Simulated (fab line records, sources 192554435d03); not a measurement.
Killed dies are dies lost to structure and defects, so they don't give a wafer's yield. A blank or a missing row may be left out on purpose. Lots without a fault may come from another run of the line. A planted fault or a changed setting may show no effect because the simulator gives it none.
A struck lot beside a sound one | flow n5_finfet | 41 steps out of a route of 1938
Sound: wafers L305.1, L305.4, L305.5. Struck: wafers L300.2, L300.3. The cause comes at the end.
At each step with rows: each side's tool, then ch and its chambers, then its first start. Under that, the readings that differ: sound wafers | struck wafers | difference of the means | sigmas: that difference in standard deviations of wafers without a fault.
alike: readings whose means differ by less than 2 such deviations, and words and numbers that are the same on both sides. not compared: withheld readings, readings that some wafer has no value for, bounds like >300 that may hide the same value, and numbers for which the record gives no deviation and whose values overlap.
The two part at a step that has a row with sigmas, a row that says differs or no value, or rows on one side only. Numbers that don't overlap but have no deviation are shown without sigmas and don't part them. A reading that every wafer of one side lacks parts them only if that side has two wafers or more.

first, 10 steps without rows for these wafers: N5_HKMG_FIN_CMP_23 (polishes, stops on SiNx, t overpolish 10 s, target thk 46.326 nm); N5_HKMG_FIN_CMP_94 (polishes, stops on SiNx, t overpolish 4.7 s, target thk 43.299 nm); N5_GATE_CUT_ETCHBACK_00 (etches W in SF6/Cl2); N5_GATE_CUT_ETCH_56 (etches TiN in Cl2/Ar, target depth 21.6 nm); N5_GATE_CUT_ETCHBACK_30 (etches TiN in Cl2/Ar, target depth 3 nm); N5_GATE_CUT_VAPOR_ETCH_60 (etches HfO2 in BCl3/Cl2); N5_GATE_CUT_ETCH_58 (etches SiNx in CH3F/O2, target depth 17 nm, time 128.6 s); N5_GATE_CUT_STRIP_59 (strips in N2/H2, time 20 s); N5_GATE_CUT_PRECLEAN_31 (cleans in DIW, time 300 s); N5_GATE_CUT_SRD_32 (time 30 s).
N5_GATE_CUT_SAC_CAP_01: material SiNx, target thk 24 nm, pulse time 1 s, ald cycles 480.
  sound on ald_sin-03 ch 0,1,3, day 7 19:22; struck on ald_sin-02 ch 1,2, day 6 07:58
  reading                                       | sound        | struck    | difference | sigmas
  ald_cycles                                    | 480 480 480  | 868 868   | +388       |
  model.SiNx_of_GATE_CUT_SAC_CAP_01.thk_nm (nm) | 24.2 24 24.2 | 43.6 43.4 | +19.4      |
  alike: heater_power_w, precursor_pulse_height_rel
then, 21 steps without rows for these wafers: N5_GATE_CUT_PECVD_57 (deposits SiNx from SiH4/NH3/N2, target thk 21 nm); N5_GATE_CUT_CMP_02 (polishes, stops on SiO2, t overpolish 12.7 s, target thk 0 nm); N5_GATE_CUT_HM_DEP_46 (deposits SiO2 from TEOS/O2, target thk 130 nm, time 26.6 s); N5_GATE_CUT_COAT_34 (time 60 s, resist thk 60 nm); N5_GATE_CUT_COAT_35 (time 60 s, resist thk 10 nm); N5_GATE_CUT_COAT_27 (time 60 s, resist thk 10 nm); N5_GATE_CUT_COAT_07 (resist thk 30 nm); N5_GATE_CUT_EBR_09; N5_GATE_CUT_SOFTBAKE_08 (time 60 s); N5_GATE_CUT_EXPOSE_10 (exposes mask GATE CUT, target cd 20 nm); N5_GATE_CUT_PEB_11 (peb time 60 s); N5_GATE_CUT_DEVELOP_12 (develop time 30 s); N5_GATE_CUT_DESCUM_18 (chemistry O2, time 7 s); N5_GATE_CUT_ETCH_28 (etches underlayer in N2/H2, target depth 13 nm, time 10.4 s); N5_GATE_CUT_ETCH_36 (etches SiARC in CF4, target depth 13 nm, time 21.7 s); N5_GATE_CUT_ETCH_37 (etches SOC in N2/H2, target depth 60 nm, overetch 12 nm, time 90 s); N5_GATE_CUT_STRIP_38 (strips in N2/H2); N5_GATE_CUT_STRIP_39 (strips in N2/H2); N5_GATE_CUT_HM_OPEN_40 (chemistry C4F6/O2, target SiO2, target depth 139 nm, time 85.1 s); N5_GATE_CUT_STRIP_41 (strips in CF4); N5_GATE_CUT_STRIP_42 (strips in O2).
N5_GATE_CUT_ETCH_19: etches SiNx in CH3F/O2, target depth 53.7 nm, time 76.7 s.
  sound on rie_diel-03 ch 0,2, day 7 22:51; struck on rie_diel-03 ch 1,2, day 6 11:19
  reading               | sound          | struck    | difference | sigmas
  etch_rf_on_time_s (s) | 76.1 76.7 76.9 | 73.0 71.8 | -4.2       | -4
  alike: drypump_motor_current_A, oes_product_au, rf_vpp_V, showerhead_plenum_p_Torr, throttle_valve_pct
  not compared: rf_hours_counter_h
then, 3 steps without rows for these wafers: N5_GATE_CUT_CUT_ETCH_53 (etches W in SF6/Cl2, target depth 79.2 nm); N5_GATE_CUT_CUT_ETCH_54 (etches TiN in Cl2/BCl3, target depth 96.7 nm); N5_GATE_CUT_CUT_ETCH_55 (etches HfO2 in BCl3, target depth 3.2 nm).
N5_MOL_CONTACT_COAG_CMP_28: polishes, stops on SiNx, t overpolish 0.85 s, target thk 14.522 nm.
  sound on cmp-04 ch 0,2, day 8 08:31; struck on cmp-04 ch 0,1, day 6 22:22
  reading                                       | sound    | struck    | difference | sigmas
  model.SiNx_of_GATE_CUT_SAC_CAP_01.thk_nm (nm) | 18 18 18 | 32.4 32.4 | +14.4      |
  alike: motor_current_A, retaining_ring_pressure_frac, time_to_endpoint_s
N5_MOL_CONTACT_COAG_THK_MEAS_29:
  sound on film_metro-02, day 8 08:48; struck on film_metro-02, day 6 22:35
  reading         | sound             | struck      | difference | sigmas
  MD_CAP_THK (nm) | 18.10 17.94 18.08 | 32.44 32.43 | +14.40     | +99 or more
N5_MOL_CONTACT_COAG_ETCH_47: etches SiNx in CH3F/O2, stops on W, target depth 27 nm.
  sound on rie_diel-06 ch 0,3, day 8 10:43; struck on rie_diel-02 ch 1,2, day 7 00:58
  reading                                      | sound             | struck      | difference | sigmas
  etch_rf_on_time_s (s)                        | 32.9 32.0 32.8    | 50.8 50.8   | +18.2      | +32
  model.etch.t_clear_s (s)                     | 27.47 26.71 27.3  | 46.73 46.62 | +19.51     |
  model.MOL_CONTACT_COAG.feature_depth_nm (nm) | 18.6 18.6 18.6    | 33.6 33.4   | +14.9      |
  model.etch.depth_nm (nm)                     | 18.06 17.97 18.05 | 32.48 32.41 | +14.42     |
  alike: drypump_motor_current_A, oes_product_au, rf_vpp_V, showerhead_plenum_p_Torr, throttle_valve_pct
  not compared: rf_hours_counter_h
N5_MOL_CONTACT_COAG_CMP_52: polishes, stops on SiO2, t overpolish 1.5 s, target thk 66.5 nm.
  sound on cmp-04 ch 0,2, day 8 13:16; struck on cmp-04 ch 1,3, day 7 03:14
  reading                                             | sound          | struck  | difference | sigmas
  model.SiO2_of_MOL_CONTACT_COAG_PECVD_31.thk_nm (nm) | 43.4 44.6 44.6 | 42.8 42 | -1.8       |
  alike: motor_current_A, overpolish_run_s, retaining_ring_pressure_frac, time_to_endpoint_s
then, 1 step without rows for these wafers: N5_PASSIVATION_PROBE_49.

WHERE THEY PART
First at N5_GATE_CUT_ETCH_19; last, within this record, at N5_MOL_CONTACT_COAG_ETCH_47. Later steps at which nothing parts them and some readings are alike: N5_MOL_CONTACT_COAG_CMP_52.

WHY: what the simulator had put in
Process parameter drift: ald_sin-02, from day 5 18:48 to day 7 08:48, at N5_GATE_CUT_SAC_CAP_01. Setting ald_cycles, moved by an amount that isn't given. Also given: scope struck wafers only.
